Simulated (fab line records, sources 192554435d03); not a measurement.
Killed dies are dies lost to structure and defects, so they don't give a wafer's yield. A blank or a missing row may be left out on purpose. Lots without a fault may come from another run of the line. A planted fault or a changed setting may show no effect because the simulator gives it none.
Problem report in the 8D (eight disciplines) form, filled by code | flow n5_finfet | the parts of the form that need people (team, actions taken, sign-off) are left out

1. THE PROBLEM
sort_bin_5_function at N5_PASSIVATION_PROBE_49 reads a mean of 95.9 % on 6 wafers of 2 lots; wafers without a fault read 4.9 % with a standard deviation of 1. That is +91 standard deviations from the usual mean.
First seen on wafer L484.1, day 19 22:05, on prober-02. The record holds 6 wafers of 2 lots with a number at this step. Rule for "out", or "out of limits": more than 4 standard deviations from the usual mean. The other wafers with a number count as sound.

2. WHAT IT IS AND WHAT IT IS NOT
question                    | is                                                                                                                      | is not
which readings at this step | sort_bin_5_function, defect_limited_yield, killed_at_front_end, killed_dies, killed_on_rim, sort_n_pass, sort_yield_pct | killed_at_M0_to_M3, killed_at_contacts
which lots                  | L483, L484                                                                                                              | -
which wafers of those lots  | all that have a number                                                                                                  | -
read on which tools         | prober-01, prober-02                                                                                                    | -
when                        | from day 19 22:05                                                                                                       | up to then (0 sound wafers)

3. SUSPECTS, AND WHAT RULES EACH OUT
Counting: a tool at a process step up to the reading stays a suspect if it ran every lot that is out and no sound lot after the first of them.
- ald_sin-02 at N5_SD_EPI_N_LINER_46 (material SiNx, target thk 3 nm): kept. It ran every lot that is out, first L483 (day 8 20:40), and no sound lot after that.
- rie_diel-02 at N5_SD_EPI_P_ETCHBACK_46 (etches SiNx in CH3F/O2, stops on SiO2, target depth 17.5 nm): kept. It ran every lot that is out, first L483 (day 8 21:56), and no sound lot after that.
Left after counting: ald_sin-02 at N5_SD_EPI_N_LINER_46, rie_diel-02 at N5_SD_EPI_P_ETCHBACK_46.

4. THE CAUSE (what the simulator had put in)
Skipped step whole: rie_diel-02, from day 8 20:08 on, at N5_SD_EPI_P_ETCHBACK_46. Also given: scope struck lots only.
Counting left 2 suspects, and this tool is among them.

5. THE CHAIN OF EFFECTS, in route order
Each row: a reading whose mean over the struck wafers that have a number lies more than 3 standard deviations from the usual. Only readings for which the record gives a usual standard deviation are gone through. hours: the time from each lot's start at the first step in this table that gives one to its start at this step, as a median over the lots. sigmas: the change in usual standard deviations.
hours | step                    | reading              | usual  | on struck wafers | change | sigmas
0     | N5_PASSIVATION_PROBE_49 | defect_limited_yield | 91.6 % | 0.0              | -91.6  | -57
0     | N5_PASSIVATION_PROBE_49 | killed_at_front_end  | 38     | 1109             | +1071  | +89
0     | N5_PASSIVATION_PROBE_49 | killed_dies          | 99     | 1180             | +1081  | +60
0     | N5_PASSIVATION_PROBE_49 | killed_on_rim        | 13     | 152              | +139   | +36
0     | N5_PASSIVATION_PROBE_49 | sort_bin_5_function  | 4.9 %  | 95.9             | +91.0  | +91
0     | N5_PASSIVATION_PROBE_49 | sort_n_pass          | 1081   | 0                | -1081  | -60
0     | N5_PASSIVATION_PROBE_49 | sort_yield_pct       | 91.6 % | 0.0              | -91.6  | -57
The process steps in it:
- N5_PASSIVATION_PROBE_49
Readings that are blank on the struck wafers while sound wafers have them: CH3F_flow_sccm at N5_SD_EPI_P_ETCHBACK_46; O2_flow_sccm at N5_SD_EPI_P_ETCHBACK_46; drypump_motor_current_A at N5_SD_EPI_P_ETCHBACK_46; oes_product_au at N5_SD_EPI_P_ETCHBACK_46; rf_fwd_power_W at N5_SD_EPI_P_ETCHBACK_46; rf_vpp_V at N5_SD_EPI_P_ETCHBACK_46; showerhead_plenum_p_Torr at N5_SD_EPI_P_ETCHBACK_46; throttle_valve_pct at N5_SD_EPI_P_ETCHBACK_46.

6. WHAT WOULD HAVE CAUGHT IT SOONER
In this record the first reading out of limits was taken at day 19 22:05, 266 hours after the fault began at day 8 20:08.
At N5_SD_EPI_P_ETCHBACK_46 the tool's readings are blank on the struck wafers, where sound wafers have them: an empty tool record is the first sign, and it was there at once.
All the lots that are out (2) had begun N5_SD_EPI_P_ETCHBACK_46 on rie_diel-02 by day 19 22:05. A hold on the tool at that time would have spared none of them.
